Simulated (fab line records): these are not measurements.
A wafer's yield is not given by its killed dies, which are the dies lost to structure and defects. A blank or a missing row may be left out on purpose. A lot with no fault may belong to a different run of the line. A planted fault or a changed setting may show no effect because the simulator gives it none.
fab line records | flow nand-harc
record lots=6 wafers=18 last-day=30
route steps=1302 shown A_CHANNEL_FILL_D2@616 END@1302
lots that met no fault: from a run of the same line without faults
start-h: hours from the record's opening day to when the first of the lot's shown wafers began | wait-h: hours since the lot's step before | " identical to the entry in the row above | L1.1+2: a single row standing in for several wafers | - no value, or no start was given | * or withheld: withheld | < > ~ a bound
route shown NAME@n: a module of which the file shows steps, and the number in the route of the first | usual: the fault-free wafers' mean and standard deviation | same: alike in all rows | chamber/n: place in a boat | sites: per-site readings | _std_site: how widely they spread, as a standard deviation | _edge_site: mean of outer sites minus mean of inner sites | radius-mm: how far each site lies from the wafer's centre | mask NAME#n: copy n | behind: the most recent tool/chamber to have shaped the wafer | hold: reason for holding the lot/hours on hold/outcome of the hold | device: which transistor (n, p or np) failed to switch | end of line: at the end of the route, the tests of the same wafers | step lacking rows: just its recipe | killed: not the wafer's yield, but the dies lost to structure and defects at the first sort | map: a wafer's dies, marking killed ones x, the rest . and places with no die _
set.NAME: the setting the step ran with; set.NAME@STEP: the setting that earlier step ran with | model.NAME: the simulator's own value behind a step, which no gauge read
lots at selected steps of the route; one table per step, one row per wafer
services: the hour from which a tool's chamber was out of use, counted from the record's first day as start-h (under 0 if before that day), plus the number of hours and why
## steps
# step NHARC_A_CHANNEL_FILL_D2_ALD_16
# recipe target-thk-a=15 pulse-time-s=10 ald-cycles=15 temp-c=300 material=SiO2
# usual heater-power-w=468/38 precursor-pulse-height-rel=0.995/0.021
# same pulse-time-s=10
# columns lot.wafer tool chamber start-h wait-h heater-power-w precursor-pulse-height-rel since-wet-clean-h
L423.2 ald-hk-04 0 362.18 0.8 475 0.972 94
L423.3 " 1 " " 425 1.029 94
L423.4 " 2 " " 416 0.987 94
L422.2 ald-hk-04 1 362.39 1.0 449 1.009 94
L422.1 " 2 " " 412 1.036 94
L422.5 " 0 " " 494 1.000 -
L432.3 ald-hk-01 0 452.53 0.1 451 0.979 146
L432.5 " 3 " " 475 1.003 -
L432.6 " 0 " " 438 0.981 -
L431.4 ald-hk-03 3 456.21 0.0 453 1.019 54
L431.1 " 0 " " 435 0.982 54
L431.3 " 2 " " 484 1.035 54
L433.3 ald-hk-01 1 471.12 0.0 534 0.970 164
L433.6 " 1 " " 521 0.973 -
L433.5 " 2 " " 507 1.024 -
L434.1 ald-hk-04 2 479.37 0.1 446 1.004 33
L434.6 " 1 " " 445 0.975 -
L434.5 " 2 " " 452 0.993 -
# step NHARC_A_CHANNEL_FILL_D2_ANNEAL_17
# recipe temp-c=850 time-s=1800
# step NHARC_A_CHANNEL_FILL_D2_CVD_18
# recipe target-thk-a=30 temp-c=550 material=poly-Si
# step NHARC_A_CHANNEL_FILL_D2_ETCHBACK_19
# recipe target-depth-a=50 time-s=1.7 hbr-flow-sccm=150 cl2-flow-sccm=50 rf-w=400 icp-w=400 bias-w=100 chemistry=HBr/Cl2
# usual bias-w=100.0/0.31 drypump-motor-current-A=5.7/0.3 he-backside-leak-sccm=2.78/0.22 oes-product-au=0.997/0.012 throttle-valve-pct=26.406/0.0092
# columns lot.wafer tool chamber start-h wait-h bias-w drypump-motor-current-A he-backside-leak-sccm oes-product-au rf-hours-counter-h throttle-valve-pct
L422.2 rie-si-05 1 373.51 0.4 100.3 5.6 2.65 0.982 0.3 26.411
L422.1 " 2 " " 100.2 5.8 2.98 0.972 0.3 26.399
L422.5 " 1 " " 100.3 5.6 2.70 0.975 - 26.399
L423.4 rie-si-02 0 373.53 0.4 100.0 5.1 2.41 0.988 0.5 26.401
L423.3 " 2 " " 100.6 5.2 2.96 0.978 0.5 26.409
L423.2 " 3 " " 100.1 5.6 2.92 1.004 0.4 26.410
L432.3 rie-si-02 3 464.33 0.4 99.8 5.6 3.00 0.983 0 26.404
L432.5 " 1 " " 99.5 5.5 2.82 1.002 - 26.402
L432.6 " 2 " " 99.3 5.2 2.91 0.994 - 26.401
L431.1 rie-si-01 3 468.26 0.4 99.9 5.8 2.63 0.996 0.6 26.395
L431.3 " 0 " " 100.5 6.0 2.67 0.979 0.5 26.410
L431.4 " 3 " " 100.2 5.8 2.73 1.007 - 26.405
L433.3 rie-si-02 0 482.47 0.4 100.5 5.1 2.64 0.989 0.1 26.397
L433.5 " 2 " " 100.0 5.2 3.13 0.977 - 26.399
L433.6 " 3 " " 99.5 5.6 2.90 0.988 - 26.413
L434.1 rie-si-05 3 491.89 0.4 100.0 5.8 3.39 1.005 0 26.411
L434.5 " 1 " " 100.1 5.6 2.66 1.001 - 26.404
L434.6 " 2 " " 100.3 5.7 3.10 1.002 - 26.398
# step NHARC_A_CHANNEL_FILL_D2_ETCHBACK_20
# recipe target-depth-a=270 time-s=13.5 c4f8-flow-sccm=withheld o2-flow-sccm=8 ar-flow-sccm=withheld rf-w=600 bias-w=1500 chemistry=C4F8/O2/Ar
# usual bias-w=1500/3.7 oes-product-au=0.994/0.018 rf-vpp-V=979/5.8 run-length-s=34.6/0.47
# columns lot.wafer tool chamber start-h wait-h bias-w oes-product-au rf-hours-counter-h rf-vpp-V run-length-s
L422.1 rie-diel-11 2 373.64 - 1498 1.013 16 973 34.5
L422.2 " 0 " " 1503 0.997 18 969 34.7
L422.5 " 3 " " 1499 1.000 - 976 34.9
L423.4 rie-diel-05 0 373.66 - 1499 1.004 3 987 34.2
L423.2 " 2 " " 1498 1.006 4 972 34.4
L423.3 " 3 " " 1506 0.984 4 980 34.0
L432.3 rie-diel-11 1 464.46 - 1500 1.012 6 978 34.6
L432.6 " 2 " " 1500 1.007 - 974 35.0
L432.5 " 3 " " 1504 1.007 - 974 35.3
L431.3 rie-diel-10 0 468.41 - 1498 1.003 1 983 35.9
L431.4 " 1 " " 1504 1.007 1 985 34.8
L431.1 " 3 " " 1498 0.995 1 987 33.7
L433.3 rie-diel-05 3 482.58 - 1496 1.007 2 978 33.8
L433.5 " 2 " " 1508 1.012 - 972 34.7
L433.6 " 3 " " 1501 1.002 - 978 33.9
L434.1 rie-diel-10 0 491.99 - 1499 1.007 1 984 35.8
L434.5 " 0 " " 1498 1.007 - 984 35.6
L434.6 " 1 " " 1501 0.991 - 986 34.7
# step NHARC_A_CHANNEL_FILL_D2_STRIP_28
# recipe time-s=20 o2-flow-sccm=500 ar-flow-sccm=0 bias-w=0 chemistry=O2
# usual drypump-motor-current-A=5.8/0.43 oes-product-au=1.000/0.0088 rf-vpp-V=57.8/0.87 showerhead-plenum-p-Torr=3.55/0.15 throttle-valve-pct=17.036/0.0086
# same bias-w=0
# columns lot.wafer tool chamber start-h wait-h drypump-motor-current-A oes-product-au rf-hours-counter-h rf-vpp-V showerhead-plenum-p-Torr throttle-valve-pct
L422.1 rie-diel-11 2 373.73 0.1 5.7 0.994 16 58.1 3.41 17.024
L422.2 " 1 " " 5.9 0.981 16 57.7 3.50 17.030
L422.5 " 3 " " 6.2 1.003 - 56.0 3.45 17.033
L423.4 rie-diel-05 2 373.75 0.1 5.1 0.995 4 56.3 3.40 17.026
L423.2 " 3 " " 6.6 0.990 4 58.2 3.54 17.035
L423.3 " 0 " " 5.7 0.982 3 59.5 3.74 17.021
L432.3 rie-diel-11 2 464.52 0.1 5.7 0.999 6 56.8 3.40 17.046
L432.6 " 1 " " 5.9 0.993 - 57.1 3.49 17.020
L432.5 " 2 " " 5.7 0.994 - 59.0 3.40 17.028
L431.4 rie-diel-10 3 468.51 0.1 5.4 1.004 1 58.8 3.77 17.025
L431.1 " 0 " " 5.1 1.013 1 58.0 3.67 17.025
L431.3 " 1 " " 5.8 1.009 1 57.5 3.73 17.040
L433.3 rie-diel-05 1 482.66 0.1 5.8 0.997 2 58.3 3.68 17.055
L433.5 " 1 " " 5.8 0.996 - 58.2 3.68 17.036
L433.6 " 2 " " 5.1 1.001 - 57.0 3.40 17.026
L434.1 rie-diel-10 0 492.09 0.1 5.1 1.011 1 58.0 3.67 17.036
L434.6 " 0 " " 5.1 1.020 - 57.2 3.67 17.041
L434.5 " 1 " " 5.8 0.994 - 58.7 3.73 17.050
# step NHARC_A_CHANNEL_FILL_D2_PRECLEAN_21
# recipe time-s=30 chemistry=dHF
# step NHARC_A_CHANNEL_FILL_D2_SRD_23
# step NHARC_A_CHANNEL_FILL_D2_CVD_05
# recipe target-thk-a=50 temp-c=550 material=poly-Si
# step NHARC_A_CHANNEL_FILL_D2_ANNEAL_22
# recipe temp-c=620 time-s=7200
# step NHARC_A_CHANNEL_FILL_D2_ALD_25
# recipe target-thk-a=600 pulse-time-s=10 ald-cycles=600 temp-c=300 material=SiOx
# usual heater-power-w=465/32 precursor-pulse-height-rel=1.001/0.02
# same pulse-time-s=10
# columns lot.wafer tool chamber start-h wait-h heater-power-w precursor-pulse-height-rel since-wet-clean-h
L423.4 ald-hk-01 1 385.96 0.1 530 1.007 80
L423.3 " 2 " " 510 1.009 81
L423.2 " 0 387.81 1.9 446 0.992 82
L422.1 ald-hk-04 2 385.96 0.1 409 1.007 119
L422.2 " 3 " " 524 0.972 119
L422.5 " 2 388.41 2.5 414 0.994 -
L432.3 ald-hk-04 0 482.03 1.9 487 1.008 37
L432.6 " 1 " " 440 0.995 -
L432.5 " 2 " " 424 1.000 -
L431.3 ald-hk-03 2 482.34 2.2 476 0.997 81
L431.1 " 3 " " 452 1.017 82
L431.4 " 0 " " 436 1.030 83
L433.3 ald-hk-03 3 497.83 1.9 439 1.000 97
L433.5 " 0 " " 423 0.993 -
L433.6 " 1 " " 468 1.025 -
L434.1 ald-hk-04 1 504.53 0.7 444 0.989 59
L434.6 " 0 506.41 2.6 481 1.020 -
L434.5 " 1 " " 447 0.999 -
# step NHARC_A_CHANNEL_FILL_D2_ETCHBACK_08
# recipe target-depth-a=2200 time-s=110 c4f8-flow-sccm=20 ar-flow-sccm=withheld rf-w=600 bias-w=300 chemistry=C4F8
# usual oes-product-au=0.97/0.035 rf-vpp-V=442.5/2.4 run-length-s=131.3/0.63
# columns lot.wafer tool chamber start-h wait-h oes-product-au rf-hours-counter-h rf-vpp-V run-length-s
L422.2 rie-diel-05 0 391.50 - 0.97 4 444.7 130.8
L422.1 " 3 " " 0.93 4 440.7 130.6
L422.5 " 0 " " 0.97 - 445.1 130.7
L423.2 rie-diel-10 3 391.54 - 0.99 4 447.1 130.6
L423.3 " 0 " " 1.00 4 443.3 132.7
L423.4 " 1 " " 0.99 3 444.1 131.5
L432.3 rie-diel-05 3 485.79 - 1.00 2 442.0 183.1
L432.6 " 0 " " 0.99 - 444.2 131.5
L432.5 " 3 " " 1.01 - 442.6 130.7
L431.1 rie-diel-10 0 487.93 - 0.94 1 444.4 132.0
L431.3 " 1 " " 0.92 1 445.2 131.5
L431.4 " 3 " " 0.93 2 446.0 130.2
L433.3 rie-diel-05 0 501.56 - 0.91 2 443.8 183.5
L433.5 " 1 " " 0.93 - 443.8 130.9
L433.6 " 2 " " 0.92 - 439.9 131.0
L434.1 rie-diel-10 2 509.54 - 0.92 2 442.1 132.1
L434.6 " 0 " " 0.93 - 442.9 132.1
L434.5 " 1 " " 0.93 - 444.7 131.6
# step NHARC_A_CHANNEL_FILL_D2_STRIP_29
# recipe time-s=20 o2-flow-sccm=500 ar-flow-sccm=0 bias-w=0 chemistry=O2
# step NHARC_END_SORT_01
# recipe temp-c=25
# usual killed-at-array=58/20 killed-at-other=1.0/1.2 killed-at-periphery=4.1/3 killed-dies=63/20 killed-open=3.2/1.7 killed-short=2.5/1.5
# same gross-dies=677
# columns lot.wafer tool chamber start-h wait-h killed-at-array killed-at-other killed-at-periphery killed-dies killed-open killed-short
L432.3 prober-02 0 702.33 3.1 67 0 10 77 1 3
L432.5 prober-02 0 703.97 3.8 67 0 11 78 3 4
L432.6 prober-02 0 704.79 4.1 59 0 5 64 2 2
L433.3 prober-02 0 720.22 3.1 52 2 2 56 2 6
L433.5 prober-02 0 721.82 3.7 49 2 2 53 3 1
L433.6 prober-02 0 722.61 4.0 52 2 2 56 3 2
# killed by level:class
L432.3 A_CHANNEL_HOLE_D1:chamber-film-flake=25 A_CHANNEL_HOLE_D2:chamber-film-flake=24 P_M2:chamber-film-flake=7 A_CONTACT:chamber-film-flake=6 A_CHANNEL_FILL_D1:chamber-film-flake=4 A_SOURCE_PLATE:geometric-particle:short=1 A_DECK1_JOINT:geometric-particle:short=1 A_ONON_D2:geometric-particle:short=1
L432.5 A_CHANNEL_HOLE_D1:chamber-film-flake=25 A_CHANNEL_HOLE_D2:chamber-film-flake=25 P_M2:chamber-film-flake=7 A_CONTACT:chamber-film-flake=7 A_SLIT:chamber-film-flake=3 A_CHANNEL_FILL_D2:chamber-film-flake=2 P_STI:geometric-particle:short=1 P_M0:geometric-particle:short=1
L432.6 A_CHANNEL_HOLE_D2:chamber-film-flake=23 A_CHANNEL_HOLE_D1:chamber-film-flake=20 A_CONTACT:chamber-film-flake=9 A_CHANNEL_FILL_D1:chamber-film-flake=3 P_M2:chamber-film-flake=2 P_M1:geometric-particle:short=1 A_DECK1_JOINT:geometric-particle:open=1 A_ONON_D2:geometric-particle:open=1
L433.3 A_CHANNEL_HOLE_D2:chamber-film-flake=25 A_CONTACT:chamber-film-flake=6 A_CHANNEL_HOLE_D1:chamber-film-flake=4 A_CHANNEL_FILL_D2:geometric-particle:short=3 A_SLIT:chamber-film-flake=3 A_DECK1_JOINT:chamber-film-flake=2 A_STAIRCASE:chamber-film-flake=2 THIN_TSV:chamber-film-flake=2
L433.5 A_CHANNEL_HOLE_D2:chamber-film-flake=21 A_CHANNEL_HOLE_D1:chamber-film-flake=10 A_CONTACT:chamber-film-flake=8 A_SLIT:chamber-film-flake=4 THIN_TSV:chamber-film-flake=2 A_ONON_D1:geometric-particle:short=1 A_CHANNEL_FILL_D2:geometric-particle:open=1 A_CONTACT:geometric-particle:open=1
L433.6 A_CHANNEL_HOLE_D2:chamber-film-flake=26 A_CHANNEL_HOLE_D1:chamber-film-flake=14 A_CONTACT:chamber-film-flake=6 A_SLIT:chamber-film-flake=2 THIN_TSV:chamber-film-flake=2 P_GATE:geometric-particle:open=1 A_CHANNEL_FILL_D1:geometric-particle:open=1 A_CHANNEL_FILL_D2:geometric-particle:short=1
## services
# columns tool chamber start-h hours kind
rie-diel-10 1 344.21 23.4 repair
rie-diel-10 - 360.90 2.5 repair
rie-si-01 - 370.00 9.0 pm
rie-si-01 3 380.53 2.9 repair
rie-si-01 0 390.11 16.8 repair
ald-hk-03 - 392.17 10.0 pm
rie-diel-10 1 393.56 1.5 repair
rie-si-02 1 397.64 3.4 repair
rie-si-01 3 403.37 3.6 repair
rie-diel-05 - 406.60 9.0 pm
rie-si-02 1 417.84 6.4 repair
rie-diel-10 - 419.50 9.0 pm
rie-diel-11 - 432.52 9.0 pm
rie-diel-05 - 434.31 0.2 repair
ald-hk-04 - 436.33 10.0 pm
rie-si-02 - 454.00 9.0 pm
rie-diel-10 2 458.77 3.1 repair
rie-si-01 2 460.93 104.9 repair
rie-si-01 0 462.67 3.9 repair
ald-hk-01 - 474.69 10.0 pm
rie-si-01 3 480.56 10.2 repair
rie-si-05 - 482.00 9.0 pm
rie-diel-05 1 483.66 10.3 repair
rie-si-02 1 487.47 8.1 repair
## key
first-sign step=NHARC_A_CHANNEL_FILL_D2_ETCHBACK_08 reading=run-length-s direction=up sigmas=83 usual=* struck=*
effect none on later readings
met-at NHARC_A_CHANNEL_FILL_D2_ETCHBACK_08
struck-wafers L432.3,L433.3
tester-left-out L432,L433
onset-between 391.50 485.79
fault kind=process-parameter-drift tool=rie-diel-05 chamber=- onset-h=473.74 steps=NHARC_A_CHANNEL_FILL_D2_ETCHBACK_08 channel=time-s offset=* shape=step end-h=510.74 scope=struck-wafers-only acts-in=* stated=*
# tester-left-out: of these lots the tester's yield and bins aren't shown, on N5 and GAA mostly nor the transistor test; their killed dies are dies lost to structure and defects alone, not to doping, threshold or leakage, so they don't give the yield
